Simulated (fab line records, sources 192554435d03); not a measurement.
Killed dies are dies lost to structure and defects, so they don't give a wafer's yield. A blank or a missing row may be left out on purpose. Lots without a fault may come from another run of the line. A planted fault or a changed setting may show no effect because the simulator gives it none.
fab line records | flow n5_finfet
record lots=22 wafers=66 last_day=17
route steps=1938 shown BEOL_M11@1589 BEOL_M12@1603 BEOL_M13@1694
lots that met no fault: from a run of the same line without faults
start_h: hours from the record's first day to the start of the lot's first wafer shown | wait_h: hours since the lot's step before | " the same as in the row above | L1.1+2: a row that stands for several wafers | - no value, or no start given | * or withheld: withheld | < > ~ a bound
route shown NAME@n: a module of which the file shows steps, and the number in the route of the first | usual: mean/standard deviation of fault-free wafers | same: alike in all rows | chamber/n: place in a boat | sites: the reading at each site | _std_site: their standard deviation | _edge_site: outer sites' mean less inner sites' | radius_mm: how far each site lies from the wafer's centre | mask NAME#n: copy n | behind: the tool/chamber that last shaped the wafer | hold: why the lot was held/for how many hours/how that ended | device: the transistor (n, p or np) that didn't switch | end of line: the same wafers' tests at the end of the route | a step without rows: its recipe alone | killed: dies lost to structure and defects at the first sort, not the wafer's yield | map: a wafer's dies, x killed, . not, _ none there
set.NAME: the setting as run; set.NAME@STEP: as run at that earlier step | model.NAME: the simulator's own value behind a step, which no gauge read
steps of the route over a sample of lots; a table a step, a row a wafer
services: from which hour (start_h, from the record's first day; less than 0 if before it) a tool's chamber was out of use, for how many hours, and why
## steps
# step N5_BEOL_M11_PRE_CLEAN_45
# recipe gas=H2/He time_s=30 temp_c=250
# usual heater_power_w=331/34
# same time_s=30
# columns lot.wafer tool chamber start_h wait_h heater_power_w
L075.3 pvd_sputter-02 - 248.06 0.0 279
L075.4 " - " " 361
L075.6 " - " " 317
L074.1 pvd_sputter-01 - 249.31 0.0 297
L074.4 " - " " 304
L074.5 " - " " 301
L078.1 pvd_sputter-03 - 265.38 0.0 351
L078.2 " - " " 325
L078.6 " - " " 308
L076.2 pvd_sputter-03 - 267.56 0.0 310
L076.3 " - " " 325
L076.5 " - " " 318
L079.1 pvd_sputter-02 - 270.30 0.0 319
L079.2 " - " " 321
L079.5 " - " " 279
L077.2 pvd_sputter-01 - 273.14 0.0 396
L077.3 " - " " 310
L077.5 " - " " 332
L081.2 pvd_sputter-01 - 273.78 0.0 314
L081.5 " - " " 329
L081.6 " - " " 304
L080.2 pvd_sputter-01 - 279.64 0.0 300
L080.3 " - " " 301
L080.5 " - " " 302
L082.1 pvd_sputter-01 - 293.43 0.0 306
L082.2 " - " " 403
L082.3 " - " " 297
L083.4 pvd_sputter-01 - 293.67 0.0 306
L083.5 " - " " 326
L083.6 " - " " 301
L085.4 pvd_sputter-03 - 297.38 0.0 359
L085.5 " - " " 354
L085.6 " - " " 315
L084.2 pvd_sputter-03 - 300.96 0.0 364
L084.3 " - " " 351
L084.4 " - " " 311
L087.2 pvd_sputter-01 - 312.02 0.0 407
L087.3 " - " " 324
L087.6 " - " " 296
L086.2 pvd_sputter-01 - 319.37 0.0 309
L086.4 " - " " 395
L086.5 " - " " 295
L090.3 pvd_sputter-01 - 334.96 0.0 299
L090.4 " - " " 306
L090.6 " - " " 400
L093.1 pvd_sputter-01 - 344.91 0.0 303
L093.2 " - " " 297
L093.6 " - " " 320
L092.1 pvd_sputter-03 - 348.15 0.0 358
L092.4 " - " " 317
L092.6 " - " " 357
L089.3 pvd_sputter-01 - 349.79 0.0 305
L089.4 " - " " 329
L089.5 " - " " 310
L094.2 pvd_sputter-02 - 349.81 0.0 288
L094.3 " - " " 317
L094.6 " - " " 320
L091.2 pvd_sputter-01 - 349.87 0.0 293
L091.4 " - " " 318
L091.5 " - " " 298
L095.1 pvd_sputter-03 - 370.68 0.0 325
L095.3 " - " " 353
L095.5 " - " " 312
L096.1 pvd_sputter-02 - 371.37 0.0 283
L096.2 " - " " 311
L096.5 " - " " 316
# step N5_BEOL_M12_THK_MEAS_01
# recipe reads=SiOC_of_BEOL_M12_ILD_DEP_00
# usual M12_ILD_THK=659/11
# columns lot.wafer tool chamber start_h wait_h M12_ILD_THK[nm]
L075.3 film_metro-02 - 250.05 0.1 655
L075.4 " - " " 653
L075.6 " - " " 669
L074.1 film_metro-01 - 251.77 0.1 672
L074.4 " - " " 661
L074.5 " - " " 663
L078.1 film_metro-01 - 267.59 0.1 659
L078.2 " - " " 650
L078.6 " - " " 657
L076.2 film_metro-01 - 269.51 0.1 648
L076.3 " - " " 664
L076.5 " - " " 655
L079.1 film_metro-01 - 273.41 0.1 662
L079.2 " - " " 658
L079.5 " - " " 669
L077.2 film_metro-01 - 274.98 0.1 655
L077.3 " - " " 659
L077.5 " - " " 660
L081.2 film_metro-01 - 277.13 0.1 655
L081.5 " - " " 678
L081.6 " - " " 660
L080.2 film_metro-02 - 281.47 0.1 650
L080.3 " - " " 656
L080.5 " - " " 662
L082.1 film_metro-02 - 295.82 0.1 658
L082.2 " - " " 652
L082.3 " - " " 669
L083.4 film_metro-01 - 296.00 0.0 666
L083.5 " - " " 656
L083.6 " - " " 680
L085.4 film_metro-01 - 299.12 0.0 666
L085.5 " - " " 662
L085.6 " - " " 660
L084.2 film_metro-01 - 302.67 0.1 637
L084.3 " - " " 645
L084.4 " - " " 658
L087.2 film_metro-02 - 314.46 0.1 659
L087.3 " - " " 665
L087.6 " - " " 661
L086.2 film_metro-01 - 321.94 0.1 647
L086.4 " - " " 653
L086.5 " - " " 668
L090.3 film_metro-02 - 337.04 0.1 670
L090.4 " - " " 649
L090.6 " - " " 655
L093.1 film_metro-01 - 347.32 0.1 648
L093.2 " - " " 653
L093.6 " - " " 664
L092.1 film_metro-01 - 350.69 0.1 664
L092.4 " - " " 650
L092.6 " - " " 667
L094.2 film_metro-02 - 352.66 0.1 650
L094.3 " - " " 660
L094.6 " - " " 663
L091.2 film_metro-01 - 352.99 0.1 648
L091.4 " - " " 662
L091.5 " - " " 651
L089.3 film_metro-02 - 353.22 0.1 646
L089.4 " - " " 663
L089.5 " - " " 662
L095.1 film_metro-02 - 372.78 0.1 666
L095.3 " - " " 664
L095.5 " - " " 675
L096.1 film_metro-02 - 373.10 0.1 662
L096.2 " - " " 666
L096.5 " - " " 673
# step N5_BEOL_M12_DESCUM_33
# recipe chemistry=O2 time_s=7.9 source_power_w=50 bias_power_w=20 pressure_mtorr=20 rf_frequency_hz=2.712e+07 temp_c=40 o2_flow_sccm=225
# usual drypump_motor_current_A=5.6/0.55 oes_product_au=0.82/0.077 rf_vpp_V=243.2/1.4 showerhead_plenum_p_Torr=2.11/0.073 throttle_valve_pct=20.37/0.14
# same time_s=7.9
# columns lot.wafer tool chamber start_h wait_h drypump_motor_current_A oes_product_au rf_hours_counter_h rf_vpp_V showerhead_plenum_p_Torr throttle_valve_pct
L075.3 rie_diel-06 2 251.48 0.0 6.4 0.87 57 245.5 2.24 20.45
L075.4 " 0 " " 4.8 0.83 81 241.3 2.03 20.31
L075.6 " 3 " " 5.7 0.92 - 242.8 2.08 20.17
L074.1 rie_diel-05 2 253.46 0.1 6.5 0.86 55 244.2 2.21 20.26
L074.4 " 0 " " 5.4 0.77 133 240.7 2.01 20.30
L074.5 " 1 " " 5.4 0.99 - 242.2 2.09 20.32
L078.1 rie_diel-05 0 269.42 0.1 5.5 0.78 139 242.2 2.01 20.31
L078.2 " 3 " " 5.7 0.87 42 241.9 2.05 20.63
L078.6 " 0 " " 5.5 0.77 - 242.1 2.01 20.31
L076.2 rie_diel-06 2 271.38 0.0 6.4 0.86 65 244.8 2.24 20.46
L076.3 " 0 " " 4.8 0.83 83 242.1 2.03 20.31
L076.5 " 1 " " 5.5 0.90 - 243.3 2.16 20.47
L079.1 rie_diel-06 0 274.78 0.1 4.8 0.84 85 242.7 2.03 20.30
L079.2 " 2 " " 6.4 0.87 67 244.1 2.24 20.44
L079.5 " 1 " " 5.6 0.91 - 243.7 2.16 20.47
L077.2 rie_diel-02 2 276.48 0.2 4.7 0.76 156 244.9 2.18 20.15
L077.3 " 0 " " 5.5 0.75 167 242.0 2.06 20.17
L077.5 " 3 " " 6.5 0.68 - 242.8 2.06 20.63
L081.2 rie_diel-05 2 278.59 0.0 6.5 0.83 65 244.1 2.20 20.29
L081.5 " 3 " " 5.7 0.86 - 243.1 2.05 20.65
L081.6 " 2 " " 6.5 0.84 - 245.2 2.20 20.29
L080.2 rie_diel-02 0 282.96 0.1 5.5 0.74 168 243.8 2.06 20.17
L080.3 " 3 " " 6.5 0.67 245 243.6 2.06 20.62
L080.5 " 2 " " 4.7 0.75 - 245.7 2.18 20.17
L082.1 rie_diel-02 2 297.58 0.2 4.7 0.75 164 245.8 2.18 20.17
L082.2 " 0 " " 5.5 0.75 174 242.6 2.06 20.19
L082.3 " 1 " " 5.3 0.71 214 242.8 2.08 20.39
L083.4 rie_diel-06 1 297.87 0.5 5.5 0.90 - 244.4 2.16 20.47
L083.5 " 3 " " 5.7 0.89 - 243.5 2.07 20.20
L083.6 " 2 " " 6.4 0.85 - 245.5 2.23 20.47
L085.4 rie_diel-06 3 300.47 0.1 5.7 0.90 42 241.4 2.07 20.21
L085.5 " 2 " " 6.4 0.86 - 244.5 2.23 20.45
L085.6 " 3 " " 5.7 0.90 - 242.8 2.07 20.22
L084.2 rie_diel-02 0 303.97 0.0 5.5 0.74 177 244.3 2.06 20.19
L084.3 " 2 " " 4.7 0.75 166 244.4 2.18 20.18
L084.4 " 2 " " 4.7 0.75 - 245.1 2.18 20.19
L087.2 rie_diel-05 3 316.72 0.1 5.7 0.83 60 243.8 2.04 20.68
L087.3 " 0 " " 5.4 0.76 154 240.8 2.01 20.32
L087.6 " 2 " " 6.5 0.81 - 246.0 2.20 20.32
L086.2 rie_diel-02 0 323.37 0.0 5.5 0.74 186 243.4 2.05 20.21
L086.4 " 3 " " 6.4 1.03 0 243.1 2.06 20.23
L086.5 " 1 " " 5.3 0.70 - 242.9 2.07 20.42
L090.3 rie_diel-02 3 338.67 0.1 6.5 0.97 6 243.0 2.05 20.23
L090.4 " 2 " " 4.7 0.73 182 243.8 2.17 20.21
L090.6 " 3 " " 6.5 0.98 - 241.2 2.05 20.24
L093.1 rie_diel-02 1 348.87 0.0 5.3 0.70 235 241.8 2.07 20.45
L093.2 " 3 " " 6.4 0.98 9 242.7 2.05 20.24
L093.6 " 3 " " 6.5 0.97 - 243.7 2.05 20.26
L092.1 rie_diel-06 3 351.99 0.0 5.6 0.86 60 242.3 2.07 20.23
L092.4 " 1 " " 5.5 0.86 49 243.7 2.15 20.52
L092.6 " 0 " " 4.8 0.80 - 243.1 2.02 20.36
L094.2 rie_diel-05 0 354.21 0.0 5.5 0.74 163 241.1 2.00 20.36
L094.3 " 1 " " 5.5 0.88 44 240.4 2.07 20.40
L094.6 " 3 " " 5.7 0.83 - 241.8 2.04 20.69
L091.2 rie_diel-06 1 354.60 0.1 5.6 0.85 50 244.7 2.15 20.51
L091.4 " 3 " " 5.7 0.85 61 241.4 2.07 20.24
L091.5 " 1 " " 5.6 0.84 - 243.8 2.15 20.53
L089.3 rie_diel-05 1 354.87 0.1 5.4 0.89 44 242.8 2.07 20.39
L089.4 " 3 " " 5.7 0.81 73 243.7 2.04 20.69
L089.5 " 2 " " 6.5 0.80 - 245.9 2.19 20.35
L095.1 rie_diel-06 0 374.93 0.0 4.8 0.78 121 242.1 2.02 20.37
L095.3 " 2 " " 6.4 0.80 102 243.5 2.22 20.50
L095.5 " 1 " " 5.5 0.84 - 243.4 2.14 20.54
L096.1 rie_diel-05 2 375.05 0.0 6.5 0.79 102 244.1 2.19 20.36
L096.2 " 0 " " 5.5 0.74 170 242.4 2.00 20.35
L096.5 " 3 " " 5.7 0.82 - 242.9 2.03 20.70
# step N5_BEOL_M12_ETCH_67
# recipe chemistry=CF4 target=SiARC target_depth_a=1430 time_s=238.3 ion_energy_ev=80 pressure_mtorr=40 source_w=545 bias_w=36 Ar_flow_sccm=100 cf4_flow_sccm=100 ends=cleared
# usual drypump_motor_current_A=5.6/0.55 etch_rf_on_time_s=239/8 oes_product_au=0.70/0.063 rf_vpp_V=184.1/1.2 showerhead_plenum_p_Torr=2.15/0.069 throttle_valve_pct=15.50/0.15
# columns lot.wafer tool chamber start_h wait_h drypump_motor_current_A etch_rf_on_time_s oes_product_au rf_hours_counter_h rf_vpp_V showerhead_plenum_p_Torr throttle_valve_pct
L075.3 rie_diel-06 2 251.51 0.0 6.4 227 0.74 57 185.3 2.26 15.44
L075.4 " 0 " " 4.8 234 0.71 81 183.1 2.08 15.46
L075.6 " 3 " " 5.7 239 0.76 - 183.3 2.10 15.17
L074.1 rie_diel-05 2 253.49 0.0 6.4 249 0.72 55 185.1 2.27 15.51
L074.4 " 0 " " 5.5 245 0.66 134 183.7 2.07 15.53
L074.5 " 1 " " 5.4 227 0.83 - 183.4 2.11 15.26
L078.1 rie_diel-05 0 269.45 0.0 5.5 243 0.66 139 183.0 2.07 15.56
L078.2 " 3 " " 5.7 251 0.73 42 184.5 2.08 15.57
L078.6 " 0 " " 5.5 244 0.65 - 183.6 2.07 15.55
L076.2 rie_diel-06 2 271.42 0.0 6.4 231 0.73 65 185.2 2.26 15.46
L076.3 " 0 " " 4.8 236 0.71 83 182.3 2.08 15.46
L076.5 " 1 " " 5.6 238 0.77 - 182.4 2.18 15.48
L079.1 rie_diel-06 0 274.82 0.0 4.8 236 0.70 85 182.2 2.08 15.45
L079.2 " 2 " " 6.4 229 0.74 67 185.1 2.26 15.46
L079.5 " 1 " " 5.6 235 0.77 - 184.3 2.17 15.47
L077.2 rie_diel-02 2 276.52 0.0 4.7 245 0.64 156 185.8 2.22 15.36
L077.3 " 0 " " 5.5 230 0.67 167 183.9 2.13 15.55
L077.5 " 3 " " 6.5 240 0.59 - 182.9 2.11 15.88
L081.2 rie_diel-05 2 278.62 0.0 6.6 253 0.70 65 185.4 2.27 15.53
L081.5 " 3 " " 5.8 254 0.72 - 183.5 2.08 15.59
L081.6 " 2 " " 6.5 254 0.70 - 186.8 2.27 15.54
L080.2 rie_diel-02 0 283.00 0.0 5.5 232 0.65 169 184.2 2.13 15.56
L080.3 " 3 " " 6.5 242 0.57 245 184.5 2.11 15.89
L080.5 " 2 " " 4.7 245 0.64 - 183.7 2.21 15.37
L082.1 rie_diel-02 2 297.62 0.0 4.7 247 0.63 164 185.8 2.21 15.38
L082.2 " 0 " " 5.5 230 0.65 174 183.8 2.13 15.57
L082.3 " 1 " " 5.3 240 0.61 214 184.3 2.15 15.78
L083.4 rie_diel-06 1 297.96 0.1 5.5 232 0.76 - 185.3 2.17 15.50
L083.5 " 3 " " 5.7 236 0.75 - 182.9 2.09 15.22
L083.6 " 2 " " 6.4 227 0.73 - 185.4 2.26 15.48
L085.4 rie_diel-06 3 300.51 0.0 5.7 241 0.75 42 182.7 2.09 15.21
L085.5 " 2 " " 6.4 232 0.72 - 185.3 2.26 15.48
L085.6 " 3 " " 5.7 242 0.75 - 183.8 2.09 15.22
L084.2 rie_diel-02 0 304.00 0.0 5.5 232 0.65 177 182.5 2.13 15.57
L084.3 " 2 " " 4.7 250 0.63 167 184.2 2.21 15.40
L084.4 " 2 " " 4.7 247 0.63 - 185.5 2.21 15.40
L087.2 rie_diel-05 3 316.76 0.0 5.7 251 0.71 60 183.7 2.07 15.63
L087.3 " 0 " " 5.5 244 0.64 154 183.7 2.06 15.58
L087.6 " 2 " " 6.4 253 0.68 - 184.5 2.26 15.56
L086.2 rie_diel-02 0 323.41 0.0 5.5 228 0.65 186 182.2 2.12 15.59
L086.4 " 3 " " 6.5 223 0.88 0 183.6 2.11 15.41
L086.5 " 1 " " 5.3 241 0.60 - 183.3 2.14 15.79
L090.3 rie_diel-02 3 338.70 0.0 6.5 225 0.85 6 182.5 2.11 15.43
L090.4 " 2 " " 4.7 246 0.62 182 183.9 2.21 15.44
L090.6 " 3 " " 6.5 223 0.84 - 183.0 2.11 15.41
L093.1 rie_diel-02 1 348.90 0.0 5.3 239 0.60 235 183.6 2.14 15.80
L093.2 " 3 " " 6.4 223 0.84 9 184.3 2.11 15.42
L093.6 " 3 " " 6.4 222 0.85 - 183.9 2.11 15.44
L092.1 rie_diel-06 3 352.03 0.0 5.7 242 0.72 60 182.3 2.08 15.25
L092.4 " 1 " " 5.5 239 0.72 49 185.6 2.16 15.53
L092.6 " 0 " " 4.8 239 0.67 - 183.6 2.07 15.50
L094.2 rie_diel-05 0 354.24 0.0 5.5 243 0.64 163 184.1 2.06 15.61
L094.3 " 1 " " 5.4 232 0.76 44 183.8 2.10 15.35
L094.6 " 3 " " 5.7 246 0.71 - 182.1 2.07 15.65
L091.2 rie_diel-06 1 354.64 0.0 5.6 238 0.72 50 183.7 2.16 15.54
L091.4 " 3 " " 5.6 241 0.72 61 184.8 2.08 15.25
L091.5 " 1 " " 5.5 238 0.72 - 184.0 2.16 15.52
L089.3 rie_diel-05 1 354.90 0.0 5.4 234 0.75 44 183.3 2.10 15.34
L089.4 " 3 " " 5.7 248 0.69 73 184.9 2.07 15.64
L089.5 " 2 " " 6.5 255 0.66 - 185.3 2.26 15.59
L095.1 rie_diel-06 0 374.96 0.0 4.8 240 0.66 121 185.5 2.06 15.52
L095.3 " 2 " " 6.4 235 0.69 102 186.0 2.25 15.54
L095.5 " 1 " " 5.5 237 0.71 - 184.0 2.16 15.55
L096.1 rie_diel-05 2 375.08 0.0 6.4 258 0.66 102 184.3 2.26 15.60
L096.2 " 0 " " 5.4 246 0.63 170 183.7 2.06 15.59
L096.5 " 3 " " 5.7 248 0.69 - 183.2 2.07 15.66
# step N5_BEOL_M12_CMP_49
# recipe stop_on=SiOC t_overpolish_s=20.6 down_force_psi=1 platen_rpm=50 clearing_platen_down_force_psi=1.5 clearing_platen_rpm=50 post_cmp_clean=cu_alkaline target_thk_nm=320 clearing_platen_pad_velocity_m_s=0.99484 pad_velocity_m_s=0.99484
# usual barrier_field_endpoint_s=30.7/0.72 head_pressure_psi=1.0003/0.0023 motor_current_A=6.2/0.64 overpolish_run_s=20.600/0.0091 pad_life_wafers=1158/630 retaining_ring_pressure_frac=1.000/0.0044
# columns lot.wafer tool chamber start_h wait_h barrier_field_endpoint_s head_pressure_psi motor_current_A overpolish_run_s pad_life_wafers retaining_ring_pressure_frac
L075.4 cmp-02 2 253.38 0.1 29.9 0.9978 6.7 20.593 1986 0.992
L075.3 " 1 " " 30.9 0.9989 6.9 20.592 1989 1.000
L075.6 " 3 " " 30.3 0.9988 4.8 20.610 - 1.004
L074.4 cmp-01 1 260.48 0.3 30.6 1.0029 6.0 20.581 1344 1.003
L074.1 " 3 " " 30.9 1.0020 5.8 20.586 1346 0.997
L074.5 " 1 " " 29.9 1.0021 5.9 20.588 - 0.998
L078.2 cmp-01 1 271.42 0.2 31.0 0.9984 5.7 20.612 1446 0.997
L078.1 " 3 " " 31.6 1.0009 5.9 20.609 1448 1.001
L078.6 " 1 " " 30.1 1.0012 6.0 20.592 - 0.991
L076.3 cmp-03 1 274.74 0.2 30.6 0.9983 6.0 20.599 552 1.002
L076.2 " 2 " " 30.5 0.9978 5.4 20.602 553 1.001
L076.5 " 2 " " 30.7 1.0005 5.3 20.600 - 0.999
L079.1 cmp-03 0 278.02 0.3 31.9 1.0039 6.4 20.590 601 0.999
L079.2 " 2 " " 32.7 1.0028 5.5 20.612 603 1.003
L079.5 " 3 " " 30.8 1.0021 6.0 20.606 - 1.003
L077.2 cmp-03 3 278.29 0.2 30.2 1.0000 6.0 20.610 607 1.006
L077.3 " 1 " " 30.0 1.0021 5.7 20.602 609 0.998
L077.5 " 2 " " 30.4 0.9967 4.9 20.598 - 0.994
L081.2 cmp-01 1 281.41 0.3 30.4 1.0065 6.2 20.604 1557 1.001
L081.5 " 2 " " 31.9 0.9993 7.2 20.593 - 1.007
L081.6 " 3 " " 30.7 1.0019 6.0 20.606 - 0.996
L080.3 cmp-03 1 287.17 0.3 29.8 1.0010 5.9 20.604 674 1.007
L080.2 " 2 " " 30.0 0.9983 5.6 20.593 675 1.001
L080.5 " 3 " " 30.4 0.9991 5.9 20.592 - 1.002
L082.2 cmp-01 0 301.04 0.2 31.0 1.0013 6.4 20.612 1699 0.996
L082.1 " 1 " " 30.5 1.0015 5.9 20.606 1700 1.008
L082.3 " 2 " " 32.0 1.0004 7.4 20.611 1701 1.003
L083.4 cmp-02 2 303.76 0.2 29.5 1.0017 6.4 20.600 175 0.998
L083.5 " 1 " " 30.3 1.0045 6.4 20.614 - 1.001
L083.6 " 2 " " 29.5 0.9988 6.6 20.609 - 1.000
L085.4 cmp-02 2 304.02 0.1 30.1 1.0030 6.4 20.602 180 1.003
L085.5 " 2 " " 29.5 1.0051 6.6 20.598 - 1.005
L085.6 " 3 " " 30.5 0.9968 5.2 20.600 - 0.993
L084.4 cmp-02 3 306.70 0.2 30.8 0.9994 5.1 20.611 205 0.995
L084.3 " 0 " " 31.3 0.9997 6.7 20.584 206 1.000
L084.2 " 1 " " 31.1 0.9984 6.4 20.588 207 0.999
L087.3 cmp-03 3 322.13 0.2 30.6 0.9946 5.9 20.595 930 1.006
L087.2 " 1 " " 30.3 1.0004 6.2 20.605 932 1.012
L087.6 " 0 " " 31.1 0.9975 6.5 20.593 - 0.997
L086.4 cmp-01 1 329.40 0.1 30.5 1.0023 5.8 20.593 1968 1.001
L086.2 " 2 " " 32.1 1.0038 7.0 20.613 1969 1.000
L086.5 " 1 " " 31.0 1.0025 6.2 20.597 - 0.996
L090.4 cmp-01 1 340.46 0.2 30.4 1.0022 6.0 20.602 2041 1.008
L090.3 " 2 " " 31.5 1.0012 7.9 20.605 2042 0.997
L090.6 " 1 " " 30.2 1.0037 6.2 20.601 - 1.010
L093.1 cmp-01 2 351.51 0.5 32.2 0.9999 7.4 20.611 2124 0.998
L093.2 " 1 " " 29.8 1.0029 6.1 20.593 2127 0.997
L093.6 " 2 " " 30.8 0.9992 7.4 20.593 - 0.999
L092.1 cmp-03 1 354.52 0.3 30.8 1.0011 5.6 20.577 1242 0.992
L092.4 " 3 " " 30.0 0.9994 6.1 20.609 1244 1.007
L092.6 " 2 " " 31.6 1.0001 5.4 20.597 - 1.001
L094.3 cmp-03 1 359.15 0.2 30.3 1.0013 5.7 20.610 1304 0.995
L094.2 " 2 " " 32.0 0.9998 5.5 20.589 1305 1.001
L094.6 " 0 " " 32.2 0.9948 6.5 20.573 - 1.002
L091.2 cmp-02 1 359.37 0.2 30.2 0.9987 6.3 20.591 606 0.998
L091.4 " 2 " " 29.3 1.0011 6.7 20.595 607 0.999
L091.5 " 1 " " 30.5 1.0004 6.1 20.600 - 0.993
L089.4 cmp-02 1 359.95 0.2 30.2 0.9966 6.6 20.597 613 0.993
L089.3 " 3 " " 31.5 1.0013 5.0 20.607 615 0.999
L089.5 " 1 " " 30.7 0.9990 6.5 20.595 - 0.998
L095.3 cmp-03 1 380.30 0.3 31.0 0.9985 5.8 20.606 1518 0.999
L095.1 " 3 " " 31.1 1.0011 5.6 20.602 1520 1.002
L095.5 " 1 " " 29.7 1.0037 5.8 20.597 - 1.000
L096.2 cmp-03 0 380.75 0.2 31.4 1.0015 6.8 20.609 1525 1.000
L096.1 " 1 " " 29.9 0.9996 5.8 20.619 1526 0.995
L096.5 " 3 " " 30.1 0.9980 5.7 20.594 - 1.001
# step N5_BEOL_M13_ETCH_68
# recipe chemistry=N2/H2 target=SOC mask_material=SiARC source_w=3000 bias_w=350 temp_c=40 time_s=355 ion_energy_ev=200 pressure_mtorr=30 n2_flow_sccm=200 h2_flow_sccm=200
# usual drypump_motor_current_A=5.7/0.31 oes_product_au=0.77/0.071 rf_vpp_V=524.0/2.6 showerhead_plenum_p_Torr=2.55/0.087 throttle_valve_pct=17.79/0.24
# same time_s=355
# columns lot.wafer tool chamber start_h wait_h drypump_motor_current_A oes_product_au rf_hours_counter_h rf_vpp_V showerhead_plenum_p_Torr throttle_valve_pct
L075.3 rie_diel-03 2 255.67 0.1 5.6 0.75 169 526.4 2.63 18.01
L075.4 " 3 " " 5.9 0.68 238 521.2 2.52 18.03
L075.6 " 2 " " 5.7 0.75 - 526.1 2.63 18.00
L074.1 rie_diel-03 3 263.48 0.1 5.9 0.67 241 522.0 2.51 18.02
L074.4 " 2 " " 5.7 0.74 172 525.9 2.63 17.99
L074.5 " 3 " " 6.0 0.67 - 522.6 2.51 18.05
L078.1 rie_diel-01 1 273.68 0.1 5.9 0.71 221 518.7 2.43 18.20
L078.2 " 3 " " 5.7 0.74 167 521.1 2.43 17.96
L078.6 " 3 " " 5.7 0.74 - 521.7 2.43 17.94
L076.2 rie_diel-04 1 277.03 0.1 5.7 0.83 90 522.3 2.45 17.46
L076.3 " 2 " " 6.0 0.69 243 518.8 2.42 18.04
L076.5 " 0 " " 5.7 0.77 - 525.1 2.53 17.66
L079.1 rie_diel-04 1 280.52 0.1 5.7 0.83 92 521.4 2.45 17.46
L079.2 " 2 " " 6.1 0.68 244 519.3 2.41 18.03
L079.5 " 0 " " 5.7 0.77 - 523.4 2.52 17.64
L077.2 rie_diel-03 3 280.98 0.1 5.9 0.67 246 523.2 2.51 18.05
L077.3 " 0 " " 5.7 0.83 74 527.7 2.68 18.00
L077.5 " 3 " " 5.9 0.68 - 522.0 2.51 18.04
L081.2 rie_diel-01 0 283.58 0.1 5.8 0.81 82 526.0 2.58 17.58
L081.5 " 0 " " 5.8 0.80 - 525.4 2.58 17.57
L081.6 " 1 " " 5.9 0.72 - 519.2 2.43 18.21
L080.2 rie_diel-01 1 289.40 0.1 5.9 0.71 226 519.7 2.43 18.21
L080.3 " 3 " " 5.7 0.74 171 520.7 2.42 17.94
L080.5 " 2 " " 6.3 0.70 - 525.9 2.62 17.82
L082.1 rie_diel-01 3 303.19 0.1 5.7 0.74 176 520.3 2.42 17.97
L082.2 " 0 " " 5.8 0.80 88 525.0 2.58 17.59
L082.3 " 2 " " 6.3 0.71 212 526.8 2.61 17.81
L083.4 rie_diel-01 1 306.03 0.1 5.9 0.71 230 520.7 2.43 18.22
L083.5 " 3 " " 5.7 0.73 - 521.1 2.42 17.97
L083.6 " 0 " " 5.8 0.80 - 524.9 2.58 17.58
L085.4 rie_diel-03 2 306.88 0.1 5.7 0.73 - 525.4 2.62 18.03
L085.5 " 0 " " 5.8 0.81 - 527.2 2.68 18.02
L085.6 " 1 " " 5.3 0.77 - 523.2 2.53 17.54
L084.2 rie_diel-04 1 309.04 0.1 5.7 0.82 102 522.0 2.45 17.48
L084.3 " 0 " " 5.8 0.76 143 524.1 2.52 17.67
L084.4 " 3 " " 5.0 0.75 - 523.6 2.55 17.52
L087.2 rie_diel-01 0 324.30 0.1 5.8 0.79 95 524.6 2.58 17.62
L087.3 " 1 " " 5.9 0.70 236 519.4 2.43 18.23
L087.6 " 2 " " 6.4 0.70 - 526.6 2.61 17.84
L086.2 rie_diel-04 3 331.83 0.1 5.0 0.75 171 523.5 2.54 17.51
L086.4 " 1 " " 5.7 0.81 111 521.8 2.44 17.49
L086.5 " 0 " " 5.8 0.76 - 524.2 2.52 17.68
L090.3 rie_diel-01 3 342.70 0.1 5.7 0.73 187 521.1 2.42 17.98
L090.4 " 1 " " 5.9 0.70 241 520.3 2.42 18.24
L090.6 " 1 " " 5.9 0.70 - 521.5 2.42 18.24
L093.1 rie_diel-03 1 354.33 0.1 5.4 0.75 161 525.2 2.52 17.57
L093.2 " 3 " " 5.9 0.94 10 522.9 2.51 17.59
L093.6 " 0 " " 5.7 0.79 - 528.4 2.67 18.05
L092.1 rie_diel-03 2 356.92 0.1 5.7 0.71 202 527.0 2.61 18.06
L092.4 " 3 " " 5.9 0.93 - 524.2 2.51 17.59
L092.6 " 0 " " 5.7 0.80 - 526.7 2.67 18.05
L094.2 rie_diel-03 3 361.22 0.1 6.0 0.92 13 522.6 2.51 17.58
L094.3 " 0 " " 5.7 0.79 104 526.6 2.67 18.05
L094.6 " 3 " " 5.9 0.92 - 522.4 2.51 17.59
L091.2 rie_diel-04 3 361.87 0.1 5.0 0.73 180 524.0 2.54 17.53
L091.4 " 0 " " 5.7 0.75 158 524.4 2.52 17.70
L091.5 " 3 " " 5.0 0.74 - 525.3 2.54 17.54
L089.3 rie_diel-04 0 362.42 0.1 5.7 0.76 159 524.4 2.52 17.69
L089.4 " 3 " " 5.0 0.74 180 523.9 2.54 17.52
L089.5 " 3 " " 5.0 0.74 - 523.2 2.54 17.53
L095.1 rie_diel-04 3 382.58 0.1 5.0 0.74 187 522.8 2.53 17.52
L095.3 " 1 " " 5.7 0.80 128 519.8 2.44 17.52
L095.5 " 2 " " 6.0 0.93 - 528.7 2.72 17.68
L096.1 rie_diel-03 2 383.11 0.1 5.7 0.71 211 527.1 2.61 18.07
L096.2 " 0 " " 5.7 0.78 111 527.5 2.66 18.05
L096.5 " 2 " " 5.6 0.71 - 525.1 2.61 18.08
## services
# columns tool chamber start_h hours kind
rie_diel-01 - 229.78 2.5 repair
rie_diel-05 0 231.06 1.6 repair
rie_diel-06 - 236.71 0.9 repair
rie_diel-06 0 252.51 12.0 repair
cmp-01 - 254.51 0.3 repair
rie_diel-03 - 262.64 0.5 repair
rie_diel-02 3 262.99 5.7 repair
cmp-03 - 271.78 2.7 repair
rie_diel-02 - 271.93 0.3 repair
rie_diel-04 0 289.58 7.4 repair
rie_diel-05 0 291.72 5.4 repair
rie_diel-06 0 295.00 3.9 repair
cmp-03 - 298.15 0.5 repair
cmp-03 - 303.39 4.7 pm
rie_diel-04 2 306.17 5.3 repair
cmp-03 - 312.03 0.3 repair
rie_diel-06 2 319.55 5.6 repair
rie_diel-05 0 340.89 8.1 repair
rie_diel-03 2 342.53 6.8 repair
rie_diel-04 0 344.79 4.5 repair
rie_diel-01 3 352.67 2.8 repair
cmp-01 - 353.45 4.0 pm
rie_diel-02 1 357.55 4.5 repair
rie_diel-02 - 376.33 2.8 pm
## key
fault none
